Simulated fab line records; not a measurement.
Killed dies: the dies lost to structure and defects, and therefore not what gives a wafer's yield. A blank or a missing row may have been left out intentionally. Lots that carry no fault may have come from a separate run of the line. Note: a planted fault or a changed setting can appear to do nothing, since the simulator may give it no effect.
What tool caused it? / flow n5-finfet / Sampling: 10 lots, 30 wafers, 6 of 1938 route steps

## WHAT THE GAUGES SHOWED, per wafer
N5_ILD0_THK_MEAS_08. Usual: 138.8 nm for thk-nm, sd 1.1.
lot=L470; measured=day 4 22:32; on=film-metro-01; thk-nm (nm)=138.1 139.9 139.3; flag=
lot=L472; measured=day 5 06:46; on=film-metro-02; thk-nm (nm)=137.2 138.7 138.8; flag=
lot=L479; measured=day 6 23:24; on=film-metro-02; thk-nm (nm)=139.2 140.0 139.6; flag=
lot=L480; measured=day 7 06:32; on=film-metro-01; thk-nm (nm)=138.7 140.7 137.3; flag=
lot=L481; measured=day 7 12:10; on=film-metro-02; thk-nm (nm)=138.1 138.3 137.3; flag=
lot=L482; measured=day 7 18:44; on=film-metro-02; thk-nm (nm)=140.1 140.4 141.0; flag=
lot=L485; measured=day 8 14:01; on=film-metro-02; thk-nm (nm)=139.1 137.9 140.1; flag=
lot=L486; measured=day 8 18:42; on=film-metro-02; thk-nm (nm)=137.8 139.5 138.8; flag=
lot=L487; measured=day 9 07:09; on=film-metro-01; thk-nm (nm)=139.0 139.9 138.5; flag=
lot=L488; measured=day 9 08:14; on=film-metro-02; thk-nm (nm)=139.4 138.3 136.7; flag=

N5_SDB_OVL_MEAS_12. Usual: for SDB_OVL the level is 0.1 nm and the standard deviation is 1.
lot=L470; measured=day 5 02:11; on=overlay-01; SDB_OVL (nm)=1.5 0.5 0.1; flag=
lot=L472; measured=day 5 10:31; on=overlay-02; SDB_OVL (nm)=-1.1 -0.7 1.2; flag=
lot=L479; measured=day 7 03:12; on=overlay-02; SDB_OVL (nm)=-0.6 -2.1 -1.0; flag=
lot=L480; measured=day 7 10:17; on=overlay-01; SDB_OVL (nm)=-0.1 1.3 0.7; flag=
lot=L481; measured=day 7 15:57; on=overlay-02; SDB_OVL (nm)=1.6 -0.1 -1.4; flag=
lot=L482; measured=day 7 22:23; on=overlay-01; SDB_OVL (nm)=-0.2 0.5 1.1; flag=
lot=L485; measured=day 8 18:53; on=overlay-01; SDB_OVL (nm)=-0.2 -0.2 -1.0; flag=
lot=L486; measured=day 8 22:28; on=overlay-01; SDB_OVL (nm)=0.0 1.2 2.1; flag=
lot=L487; measured=day 9 10:55; on=overlay-02; SDB_OVL (nm)=-1.6 -2.1 -1.1; flag=
lot=L488; measured=day 9 11:53; on=overlay-02; SDB_OVL (nm)=-1.0 -2.1 -1.5; flag=

N5_SDB_THK_MEAS_31. Usual: for SDB_THK the level is 64.3 nm and the standard deviation is 1.2.
lot=L470; measured=day 5 06:50; on=film-metro-01; SDB_THK (nm)=62.7 64.9 65.0; flag=
lot=L472; measured=day 5 14:45; on=film-metro-01; SDB_THK (nm)=62.9 65.5 64.0; flag=
lot=L479; measured=day 7 07:13; on=film-metro-02; SDB_THK (nm)=70.2 69.5 71.1; flag=OFF
lot=L480; measured=day 7 14:40; on=film-metro-01; SDB_THK (nm)=69.9 69.0 68.4; flag=OFF
lot=L481; measured=day 7 20:13; on=film-metro-01; SDB_THK (nm)=69.5 67.2 69.9; flag=OFF
lot=L482; measured=day 8 02:28; on=film-metro-01; SDB_THK (nm)=63.5 64.4 66.2; flag=
lot=L485; measured=day 8 22:46; on=film-metro-01; SDB_THK (nm)=63.4 65.5 67.0; flag=
lot=L486; measured=day 9 02:23; on=film-metro-01; SDB_THK (nm)=63.4 62.7 63.9; flag=
lot=L487; measured=day 9 14:48; on=film-metro-01; SDB_THK (nm)=63.8 66.0 63.9; flag=
lot=L488; measured=day 9 15:47; on=film-metro-02; SDB_THK (nm)=66.5 66.0 65.1; flag=

N5_BEOL_M4_RC_MEAS_101. Usual: DIBL_N 36.1 mV/V, standard deviation 1.6; DIBL_P 35.8 mV/V, standard deviation 2; IOFF_N 0.157 nA/um, standard deviation 0.029; IOFF_P 0.21 nA/um, standard deviation 0.034; ION_N 677 uA/um, standard deviation 13; ION_P 465 uA/um, standard deviation 8.1; SS_N 71.3 mV/dec, standard deviation 0.61; SS_P 73.2 mV/dec, standard deviation 0.65; VT_N 249 mV, standard deviation 3.3; VT_P -250 mV, standard deviation 3.2.
lot=L470; measured=day 10 16:06; on=prober-02; DIBL_N (mV/V)=36.2 38.4 38.0; DIBL_P (mV/V)=36.1 37.5 37.2; IOFF_N (nA/um)=0.169 0.224 0.212; IOFF_P (nA/um)=0.23 0.26 0.26; ION_N (uA/um)=684 684 685; ION_P (uA/um)=462 466 470; SS_N (mV/dec)=71.8 72.4 72.3; SS_P (mV/dec)=73.3 74.9 74.6; VT_N (mV)=250 246 244; VT_P (mV)=-249 -246 -248; flag=
lot=L472; measured=day 11 03:11; on=prober-01; DIBL_N (mV/V)=36.5 34.9 35.6; DIBL_P (mV/V)=36.5 34.3 35.2; IOFF_N (nA/um)=0.151 0.124 0.141; IOFF_P (nA/um)=0.23 0.20 0.22; ION_N (uA/um)=683 667 663; ION_P (uA/um)=471 464 460; SS_N (mV/dec)=70.4 71.1 70.9; SS_P (mV/dec)=72.7 73.2 73.1; VT_N (mV)=249 254 252; VT_P (mV)=-248 -251 -249; flag=
lot=L482; measured=day 13 19:41; on=prober-01; DIBL_N (mV/V)=36.0 36.1 35.5; DIBL_P (mV/V)=36.3 35.9 35.3; IOFF_N (nA/um)=0.141 0.144 0.136; IOFF_P (nA/um)=0.21 0.22 0.21; ION_N (uA/um)=678 670 664; ION_P (uA/um)=466 460 463; SS_N (mV/dec)=71.5 71.0 71.3; SS_P (mV/dec)=74.2 73.0 73.2; VT_N (mV)=252 250 253; VT_P (mV)=-247 -248 -248; flag=
lot=L485; measured=day 14 03:45; on=prober-02; DIBL_N (mV/V)=38.4 35.2 35.5; DIBL_P (mV/V)=38.3 34.8 34.9; IOFF_N (nA/um)=0.216 0.145 0.156; IOFF_P (nA/um)=0.26 0.21 0.21; ION_N (uA/um)=694 676 684; ION_P (uA/um)=470 467 465; SS_N (mV/dec)=71.6 71.3 71.2; SS_P (mV/dec)=73.8 72.8 72.8; VT_N (mV)=246 251 251; VT_P (mV)=-246 -248 -250; flag=
lot=L486; measured=day 14 09:38; on=prober-02; DIBL_N (mV/V)=36.3 34.6 37.7; DIBL_P (mV/V)=36.8 35.0 38.3; IOFF_N (nA/um)=0.149 0.125 0.171; IOFF_P (nA/um)=0.21 0.17 0.22; ION_N (uA/um)=681 665 680; ION_P (uA/um)=467 463 469; SS_N (mV/dec)=71.3 71.1 71.8; SS_P (mV/dec)=72.9 73.0 73.6; VT_N (mV)=248 251 250; VT_P (mV)=-253 -256 -250; flag=
lot=L487; measured=day 14 13:03; on=prober-02; DIBL_N (mV/V)=37.0 38.2 36.7; DIBL_P (mV/V)=38.1 39.0 37.3; IOFF_N (nA/um)=0.190 0.210 0.182; IOFF_P (nA/um)=0.24 0.25 0.23; ION_N (uA/um)=696 696 685; ION_P (uA/um)=478 474 468; SS_N (mV/dec)=70.9 71.6 71.7; SS_P (mV/dec)=74.2 73.7 73.2; VT_N (mV)=244 242 248; VT_P (mV)=-249 -248 -246; flag=
lot=L488; measured=day 15 06:53; on=prober-02; DIBL_N (mV/V)=37.4 37.5 36.9; DIBL_P (mV/V)=38.5 37.4 37.8; IOFF_N (nA/um)=0.181 0.181 0.172; IOFF_P (nA/um)=0.25 0.24 0.24; ION_N (uA/um)=683 694 696; ION_P (uA/um)=464 476 480; SS_N (mV/dec)=72.0 72.1 71.8; SS_P (mV/dec)=73.1 73.9 73.8; VT_N (mV)=248 246 249; VT_P (mV)=-249 -248 -249; flag=

## TOOL THAT RAN EACH LOT (tool first, then ch and the chambers of the sampled wafers, then the start)
lot=L470; N5_SDB_CUT_ETCH_26=rie-si-04 ch 1,2,3, day 5 03:04; N5_SDB_CMP_30=cmp-04 ch 0,2,3, day 5 06:35
lot=L472; N5_SDB_CUT_ETCH_26=rie-si-02 ch 1,2, day 5 11:11; N5_SDB_CMP_30=cmp-04 ch 0,2,3, day 5 14:29
lot=L479; N5_SDB_CUT_ETCH_26=rie-si-02 ch 0,3, day 7 04:01; N5_SDB_CMP_30=cmp-04 ch 0,2, day 7 06:56
lot=L480; N5_SDB_CUT_ETCH_26=rie-si-02 ch 0,1,3, day 7 11:26; N5_SDB_CMP_30=cmp-04 ch 0,1,2, day 7 14:24
lot=L481; N5_SDB_CUT_ETCH_26=rie-si-02 ch 0,2, day 7 17:00; N5_SDB_CMP_30=cmp-04 ch 1,3, day 7 19:55
lot=L482; N5_SDB_CUT_ETCH_26=rie-si-01 ch 0,1, day 7 23:13; N5_SDB_CMP_30=cmp-01 ch 0,2,3, day 8 02:10
lot=L485; N5_SDB_CUT_ETCH_26=rie-si-04 ch 1,2,3, day 8 19:34; N5_SDB_CMP_30=cmp-03 ch 1,2,3, day 8 22:31
lot=L486; N5_SDB_CUT_ETCH_26=rie-si-04 ch 0,1,3, day 8 23:10; N5_SDB_CMP_30=cmp-01 ch 0,1,3, day 9 02:07
lot=L487; N5_SDB_CUT_ETCH_26=rie-si-02 ch 0,1,3, day 9 11:35; N5_SDB_CMP_30=cmp-01 ch 0,1,2, day 9 14:30
lot=L488; N5_SDB_CUT_ETCH_26=rie-si-02 ch 0,1,2, day 9 12:34; N5_SDB_CMP_30=cmp-03 ch 0,1,2, day 9 15:34
- N5_SDB_CUT_ETCH_26: etches Si in HBr/Cl2/O2, target depth 129.6 nm, bt time 20 s, time 51.8 s.
- N5_SDB_CMP_30: polishes, stops on poly-Si, t overpolish 1.54 s, target thk 30 nm.

## AS READ BY THE TOOLS THEMSELVES (means over the sampled wafers that have a number; for cases with no such wafer, the mark the record gives instead)
N5_SDB_CUT_ETCH_26. Usual: HBr_flow_sccm 149.9 sccm, standard deviation 0.46; chamber-pressure-mTorr 9.999 mTorr, standard deviation 0.009; drypump-motor-current-A 5.8 A, standard deviation 0.51; he-backside-leak-sccm 2.9 sccm, standard deviation 0.37; oes-product-au 0.996 a.u., standard deviation 0.015; throttle-valve-pct 37.2 %, standard deviation 0.35.
lot=L470; tool=rie-si-04; HBr_flow_sccm (sccm)=150.2; chamber-pressure-mTorr (mTorr)=10.001; drypump-motor-current-A (A)=5.3; he-backside-leak-sccm (sccm)=2.9; oes-product-au (a.u.)=0.997; throttle-valve-pct (%)=37.0; flag=
lot=L472; tool=rie-si-02; HBr_flow_sccm (sccm)=149.7; chamber-pressure-mTorr (mTorr)=10.004; drypump-motor-current-A (A)=6.2; he-backside-leak-sccm (sccm)=2.4; oes-product-au (a.u.)=1.003; throttle-valve-pct (%)=37.6; flag=
lot=L479; tool=rie-si-02; HBr_flow_sccm (sccm)=149.9; chamber-pressure-mTorr (mTorr)=10.002; drypump-motor-current-A (A)=5.4; he-backside-leak-sccm (sccm)=2.9; oes-product-au (a.u.)=1.010; throttle-valve-pct (%)=37.6; flag=
lot=L480; tool=rie-si-02; HBr_flow_sccm (sccm)=150.2; chamber-pressure-mTorr (mTorr)=10.009; drypump-motor-current-A (A)=5.8; he-backside-leak-sccm (sccm)=2.7; oes-product-au (a.u.)=1.013; throttle-valve-pct (%)=37.6; flag=
lot=L481; tool=rie-si-02; HBr_flow_sccm (sccm)=149.9; chamber-pressure-mTorr (mTorr)=10.002; drypump-motor-current-A (A)=5.5; he-backside-leak-sccm (sccm)=3.0; oes-product-au (a.u.)=1.008; throttle-valve-pct (%)=37.6; flag=
lot=L482; tool=rie-si-01; HBr_flow_sccm (sccm)=149.7; chamber-pressure-mTorr (mTorr)=10.000; drypump-motor-current-A (A)=6.2; he-backside-leak-sccm (sccm)=2.9; oes-product-au (a.u.)=0.987; throttle-valve-pct (%)=37.0; flag=
lot=L485; tool=rie-si-04; HBr_flow_sccm (sccm)=149.8; chamber-pressure-mTorr (mTorr)=9.999; drypump-motor-current-A (A)=5.3; he-backside-leak-sccm (sccm)=2.9; oes-product-au (a.u.)=0.999; throttle-valve-pct (%)=37.0; flag=
lot=L486; tool=rie-si-04; HBr_flow_sccm (sccm)=149.5; chamber-pressure-mTorr (mTorr)=9.997; drypump-motor-current-A (A)=5.4; he-backside-leak-sccm (sccm)=2.9; oes-product-au (a.u.)=0.985; throttle-valve-pct (%)=37.1; flag=
lot=L487; tool=rie-si-02; HBr_flow_sccm (sccm)=149.8; chamber-pressure-mTorr (mTorr)=10.001; drypump-motor-current-A (A)=5.8; he-backside-leak-sccm (sccm)=2.8; oes-product-au (a.u.)=1.009; throttle-valve-pct (%)=37.6; flag=
lot=L488; tool=rie-si-02; HBr_flow_sccm (sccm)=149.8; chamber-pressure-mTorr (mTorr)=10.001; drypump-motor-current-A (A)=5.9; he-backside-leak-sccm (sccm)=2.6; oes-product-au (a.u.)=1.000; throttle-valve-pct (%)=37.6; flag=

N5_SDB_CMP_30. Usual: edge-zone-pressure-frac 0.998, standard deviation 0.0047; head-pressure-psi 4.149 psi, standard deviation 0.0087; motor-current-A 12.2 A, standard deviation 0.93; overpolish-run-s 1.540 s, standard deviation 0.0097; time-to-endpoint-s 17.3 s, standard deviation 2.4.
lot=L470; tool=cmp-04; edge-zone-pressure-frac=1.001; head-pressure-psi (psi)=4.146; motor-current-A (A)=12.1; overpolish-run-s (s)=1.547; time-to-endpoint-s (s)=17.0; flag=
lot=L472; tool=cmp-04; edge-zone-pressure-frac=0.999; head-pressure-psi (psi)=4.160; motor-current-A (A)=12.1; overpolish-run-s (s)=1.538; time-to-endpoint-s (s)=19.0; flag=
lot=L479; tool=cmp-04; edge-zone-pressure-frac=-; head-pressure-psi (psi)=-; motor-current-A (A)=-; overpolish-run-s (s)=-; time-to-endpoint-s (s)=-; flag=OFF
lot=L480; tool=cmp-04; edge-zone-pressure-frac=-; head-pressure-psi (psi)=-; motor-current-A (A)=-; overpolish-run-s (s)=-; time-to-endpoint-s (s)=-; flag=OFF
lot=L481; tool=cmp-04; edge-zone-pressure-frac=-; head-pressure-psi (psi)=-; motor-current-A (A)=-; overpolish-run-s (s)=-; time-to-endpoint-s (s)=-; flag=OFF
lot=L482; tool=cmp-01; edge-zone-pressure-frac=0.999; head-pressure-psi (psi)=4.155; motor-current-A (A)=12.3; overpolish-run-s (s)=1.536; time-to-endpoint-s (s)=15.3; flag=
lot=L485; tool=cmp-03; edge-zone-pressure-frac=0.998; head-pressure-psi (psi)=4.152; motor-current-A (A)=11.6; overpolish-run-s (s)=1.542; time-to-endpoint-s (s)=20.3; flag=
lot=L486; tool=cmp-01; edge-zone-pressure-frac=0.994; head-pressure-psi (psi)=4.146; motor-current-A (A)=11.8; overpolish-run-s (s)=1.547; time-to-endpoint-s (s)=17.7; flag=
lot=L487; tool=cmp-01; edge-zone-pressure-frac=0.995; head-pressure-psi (psi)=4.147; motor-current-A (A)=12.3; overpolish-run-s (s)=1.539; time-to-endpoint-s (s)=16.7; flag=
lot=L488; tool=cmp-03; edge-zone-pressure-frac=0.998; head-pressure-psi (psi)=4.143; motor-current-A (A)=11.4; overpolish-run-s (s)=1.539; time-to-endpoint-s (s)=18.7; flag=

## THE ANSWER, worked out from the rows above alone
Rule: a lot counts as off when the mean over its wafers that have a number is more than 3 standard deviations away from the usual mean. A lot without any number at a reading at which 4 lots or more have one is off too. Any other lot the step has rows for is counted as sound. After the gauges, taken in route order, come the tools' own readings; for these a lot's mean is taken, as printed above. The first step at which some lot is off is used, and at that step the reading that is off furthest; a lot without a number counts as furthest.
Off: L479, L480, L481, seen at N5_SDB_THK_MEAS_31 (SDB_THK).
If a tool, at a process step before that reading, ran all the lots that are off and no sound lot after the first of them, it fits. Not tried: the gauges at N5_SDB_THK_MEAS_31; whatever is off there is also off at N5_SDB_CMP_30, on other tools, and gauge error can't account for it. One candidate fits, namely cmp-04 at N5_SDB_CMP_30. A fault onset in the window from L472 (day 5 14:29, its last sound lot) to L479 (day 7 06:56, its first lot off) fits.
Blank at N5_SDB_CMP_30 on the lots that are off, where sound lots have numbers: edge-zone-pressure-frac, head-pressure-psi, motor-current-A, overpolish-run-s, time-to-endpoint-s.

## WHAT THE SIMULATOR HAD INSERTED
Whole step skipped at N5_SDB_CMP_30 on cmp-04, starting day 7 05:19. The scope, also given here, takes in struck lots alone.
Lots struck among those shown: L479, L480, L481. The rule given above showed the same thing.
